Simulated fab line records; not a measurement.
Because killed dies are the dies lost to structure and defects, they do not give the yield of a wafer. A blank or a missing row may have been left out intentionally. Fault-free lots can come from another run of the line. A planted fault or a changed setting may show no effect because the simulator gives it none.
Struck lot and sound lot, side by side | flow n5_finfet | 38 steps out of a route of 1938
Sound: these wafers, L337.1, L337.3, L337.4. Wafers struck: L338.2, L338.5, L338.6. The cause is named last.
Per side, at each step with rows, come the tool, then ch with its chambers, and then its first start. Under that, the readings that differ: sound wafers | struck wafers | difference of the means | sigmas: that difference in standard deviations of wafers without a fault.
alike: a reading whose means differ by less than 2 such deviations, as well as words and numbers matching on both sides. not compared: withheld readings; readings where some wafer has no value; bounds like >300 that might hide an equal value; numbers whose values overlap and for which the record gives no deviation.
A row with sigmas, a row that says differs or no value, or rows on one side alone: a step with any of these is where the two part. Numbers that don't overlap but have no deviation are shown without sigmas and don't part them. A reading missing from all wafers of one side parts the sides only when that side holds two or more wafers.

N5_DUMMY_GATE_ETCH_44: etches poly-Si in HBr/O2, stops on SiO2, target depth 127.5 nm.
  sound on rie_si-04 ch 0,1,3, day 5 08:20; struck on rie_si-01 ch 0,2,3, day 5 11:33
  alike: drypump_motor_current_A, oes_product_au, throttle_valve_pct
  not compared: rf_hours_counter_h
N5_DUMMY_GATE_CD_MEAS_24: target cd 15 nm.
  sound on cd_sem-03 at day 5 08:27; struck on cd_sem-01 at day 5 11:40
  alike: cd_nm
then, 7 steps without rows for these wafers: N5_DUMMY_GATE_ETCH_42 (etches SiO2 in CHF3/O2, target depth 3.5 nm, time 31 s); N5_DUMMY_GATE_STRIP_48 (strips in N2/H2, time 20 s); N5_DUMMY_GATE_PRECLEAN_33 (cleans in dHF, time 10 s); N5_DUMMY_GATE_PRECLEAN_25 (cleans in O3/DIW, time 45 s); N5_DUMMY_GATE_PRECLEAN_51 (cleans in SC2, time 45 s); N5_DUMMY_GATE_SRD_26 (time 30 s); N5_DUMMY_GATE_UV_OZONE_45 (time 120 s).
N5_DUMMY_GATE_INSPECT_27: inspects for defects (brightfield).
  sound on defect_inspect-01 at day 5 08:44; struck on defect_inspect-01 at day 5 11:56
  alike: raw_defect_count
N5_SPACER0_ALD_07: deposits SiNx, target thk 2 nm.
  sound on ald_sin-02 ch 0,1,2, day 5 10:07; struck on ald_sin-04 ch 2,3, day 5 12:04
  alike: heater_power_w
then, 1 step without rows for these wafers: N5_SPACER0_ALD_00 (deposits SiOCN, target thk 3.5 nm, pulse time 3 s, purge time 2 s).
N5_SPACER0_ALD_08: deposits SiNx, target thk 2 nm.
  sound on ald_sin-02 ch 0,1,2, day 5 10:31; struck on ald_sin-04 ch 0,3, day 5 12:28
  alike: heater_power_w
N5_SPACER0_INSPECT_04: inspects for defects (darkfield).
  sound on defect_inspect-01 at day 5 10:40; struck on defect_inspect-02 at day 5 12:38
  alike: raw_defect_count
then, 8 steps without rows for these wafers: N5_SD_EPI_N_COAT_32 (time 60 s, resist thk 350 nm); N5_SD_EPI_N_COAT_33 (time 60 s, resist thk 35 nm); N5_SD_EPI_N_COAT_03 (resist thk 150 nm); N5_SD_EPI_N_EBR_05; N5_SD_EPI_N_SOFTBAKE_04 (time 60 s); N5_SD_EPI_N_EXPOSE_06 (exposes mask SD N BLK, target cd 120 nm); N5_SD_EPI_N_PEB_07 (peb time 60 s); N5_SD_EPI_N_DEVELOP_08 (develop time 30 s).
N5_SD_EPI_N_CD_MEAS_09: target cd 120 nm.
  sound on cd_sem-01 ch 0, day 5 10:57; struck on cd_sem-01 ch 0, day 5 12:54
  alike: cd_nm
N5_SD_EPI_N_OVL_MEAS_10:
  sound on overlay-02 ch 0, day 5 10:59; struck on overlay-02 ch 0, day 5 12:56
  alike: SD_N_BLK_OVL
N5_SD_EPI_N_INSPECT_11: inspects for defects (macro).
  sound on defect_inspect-01 at day 5 11:00; struck on defect_inspect-01 at day 5 12:57
  alike: raw_defect_count
then, 1 step without rows for these wafers: N5_SD_EPI_N_DESCUM_14 (chemistry O2, time 7.9 s).
N5_SD_EPI_N_ETCH_34: etches SiARC in CF4, target depth 45.5 nm, time 75.8 s.
  sound on rie_diel-03 ch 1,2,3, day 5 11:07; struck on rie_diel-04 ch 0,1,3, day 5 13:02
  reading                     | sound       | struck      | difference | sigmas
  drypump_motor_current_A (A) | 5.4 5.7 5.3 | 6.4 6.3 6.7 | +1.0       | +2
  alike: etch_rf_on_time_s, oes_product_au, rf_vpp_V, showerhead_plenum_p_Torr, throttle_valve_pct
  not compared: rf_hours_counter_h
then, 2 steps without rows for these wafers: N5_SD_EPI_N_ETCH_35 (etches SOC in N2/H2, overetch 108 nm, time 486 s); N5_SD_EPI_N_STRIP_36 (strips in N2/H2).
N5_SD_EPI_N_ETCHBACK_44: etches SiNx in CH3F/O2, stops on SiO2, target depth 14.5 nm.
  sound on rie_diel-03 ch 1,2,3, day 5 11:30; struck on rie_diel-04 ch 0,1,3, day 5 13:25
  reading                     | sound       | struck      | difference | sigmas
  drypump_motor_current_A (A) | 5.4 5.7 5.3 | 6.4 6.3 6.7 | +1.0       | +2
  alike: oes_product_au, rf_vpp_V, showerhead_plenum_p_Torr, throttle_valve_pct
  not compared: rf_hours_counter_h
then, 1 step without rows for these wafers: N5_SD_EPI_N_ETCH_45 (etches SiOCN in CH3F/O2, target depth 6 nm).
N5_SD_EPI_N_ETCH_16: etches SiO2 in CHF3/O2, target depth 5 nm.
  sound on rie_diel-03 ch 1,2,3, day 5 11:42; struck on rie_diel-04 ch 0,1,3, day 5 13:37
  reading                     | sound       | struck      | difference | sigmas
  drypump_motor_current_A (A) | 5.4 5.7 5.3 | 6.4 6.3 6.7 | +1.0       | +2
  alike: oes_product_au, rf_vpp_V, showerhead_plenum_p_Torr, throttle_valve_pct
  not compared: rf_hours_counter_h
then, 3 steps without rows for these wafers: N5_SD_EPI_N_STRIP_47 (strips in CHF3/O2); N5_SD_EPI_N_SD_RECESS_17 (chemistry HBr/Cl2/O2, target depth 41 nm, time 23.7 s, bt time 3 s); N5_SD_EPI_N_STRIP_38 (strips in N2/H2).
N5_SD_EPI_N_WET_ETCH_43: etches SiO2 in dHF, time 14 s, target depth 1.5 nm.
  sound on wet_bench-06 ch 3,5,7, day 5 11:57; struck on wet_bench-04 ch 0,2,7, day 5 14:00
  reading                                  | sound       | struck      | difference | sigmas
  model.SiNx_of_SPACER0_ALD_08.thk_nm (nm) | 1.6 1.6 1.6 | 1.4 1.2 1.2 | -0.3       |
then, 1 step without rows for these wafers: N5_SD_EPI_N_STRIP_18 (strips in SPM, time 750 s).
N5_PASSIVATION_PROBE_49:
  rows exist in the record for the sound wafers here (prober-02, day 14 05:26), none for the struck ones

== WHERE THEY PART ==
Last at N5_PASSIVATION_PROBE_49 as far as this record goes, first at N5_SD_EPI_N_ETCH_34.

WHY: whatever the simulator had introduced
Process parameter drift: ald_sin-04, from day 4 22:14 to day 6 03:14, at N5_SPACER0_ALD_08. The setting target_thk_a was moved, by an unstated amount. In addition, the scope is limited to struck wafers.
